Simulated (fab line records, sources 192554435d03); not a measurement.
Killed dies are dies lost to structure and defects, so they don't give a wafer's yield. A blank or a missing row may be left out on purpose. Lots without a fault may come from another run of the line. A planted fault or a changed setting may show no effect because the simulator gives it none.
Split-lot experiment | flow n5_finfet | 7 lots, 21 wafers read, on a route of 1938 steps

THE SPLIT
At N5_BEOL_M3_ETCH_41 (etches SiCN in CH3F/O2, target depth 29.9 nm, time 52.5 s), the setting target_depth_a was moved away from the recipe's 299 angstrom on 7 of the 21 wafers read, by -9.6% to +11.1%. The other wafers ran this setting at the recipe's value.

The reading is taken at the split's own step.

THE READING
etch.depth_nm (the simulator's own value, which no gauge read), in nm, at N5_BEOL_M3_ETCH_41 (etches SiCN in CH3F/O2, target depth 29.9 nm, time 52.5 s). The file gives no usual value for it. The 14 wafers here that ran the recipe average 19.87 nm, standard deviation 0.3 nm.

wafer  | tool, chamber at the split | target_depth_a as run, angstrom | against the recipe | etch.depth_nm, nm | against lot-mates on the recipe
L078.3 | rie_diel-02, 2             | 270.2                           | -9.6%              | 17.46             | -2.58
L078.4 | rie_diel-02, 1             | 299                             | recipe             | 20.04             | -
L078.5 | rie_diel-02, 3             | 270.2                           | -9.6%              | 17.26             | -2.78
L080.1 | rie_diel-01, 2             | 299                             | recipe             | 19.75             | -
L080.3 | rie_diel-01, 1             | 299                             | recipe             | 19.74             | -
L080.6 | rie_diel-01, 0             | 299                             | recipe             | 19.89             | -
L081.1 | rie_diel-06, 1             | 309.1                           | +3.4%              | 20.37             | +0.19
L081.2 | rie_diel-06, 2             | 299                             | recipe             | 19.99             | -
L081.3 | rie_diel-06, 3             | 299                             | recipe             | 20.37             | -
L083.2 | rie_diel-06, 1             | 299                             | recipe             | 19.84             | -
L083.3 | rie_diel-06, 0             | 299                             | recipe             | 19.81             | -
L083.5 | rie_diel-06, 1             | 288.7                           | -3.4%              | 18.96             | -0.86
L089.2 | rie_diel-01, 1             | 299                             | recipe             | 19.36             | -
L089.4 | rie_diel-01, 2,0           | 299                             | recipe             | 19.78             | -
L089.6 | rie_diel-01, 2,0           | 299                             | recipe             | 19.78             | -
L090.2 | rie_diel-02, 0             | 299                             | recipe             | 20.41             | -
L090.3 | rie_diel-02, 3             | 299                             | recipe             | 19.32             | -
L090.5 | rie_diel-02, 0             | 332.3                           | +11.1%             | 22.71             | +2.84
L096.2 | rie_diel-01, 1             | 271.7                           | -9.1%              | 17.88             | -2.25
L096.3 | rie_diel-01, 3             | 271.7                           | -9.1%              | 17.66             | -2.47
L096.4 | rie_diel-01, 0             | 299                             | recipe             | 20.13             | -
Where a row lists several chambers, the file gives one row for several wafers and doesn't say which wafer went through which chamber.

THE FIT
A straight line over all 21 wafers: etch.depth_nm changes by +0.246 nm for each +1% of target_depth_a; r = +0.97; the points scatter about the line by 0.28 nm.
The same after taking each lot's own level away (the mean of its wafers on the recipe; 21 wafers): +0.258 nm for each +1%; r = +0.98; scatter 0.26 nm.
On that fit, the largest move of target_depth_a shifts the reading by 2.9 nm.
The lots' own levels span 19.640 to 20.180 nm, that is 1.8 times the standard deviation above.
So the lot-to-lot level changes the slope little: the two slopes agree.
Check: with one of the wafers moved furthest among these (+11.1%) left out of the fit, the line predicts +2.8 nm for it against its lot-mates. It came out at +2.84 nm against them.

OTHER SPLITS ON THESE WAFERS
These wafers also went through other splits before the reading. Each is held against what the fit with the lots' levels taken away leaves over:
other split on the same wafers     | wafers away from the commonest value | r with etch.depth_nm (lot level and that fit taken away)
N5_BEOL_M2_COAT_62 spin_rpm        | 10                                   | -0.07
N5_BEOL_M2_TRENCH_ETCH_37 source_w | 9                                    | -0.22
N5_BEOL_M3_TRENCH_ETCH_37 source_w | 3                                    | +0.12

THE FILE'S OWN FIT
etch.depth_nm changes by +0.256 nm for each +1% of target_depth_a, r = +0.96.
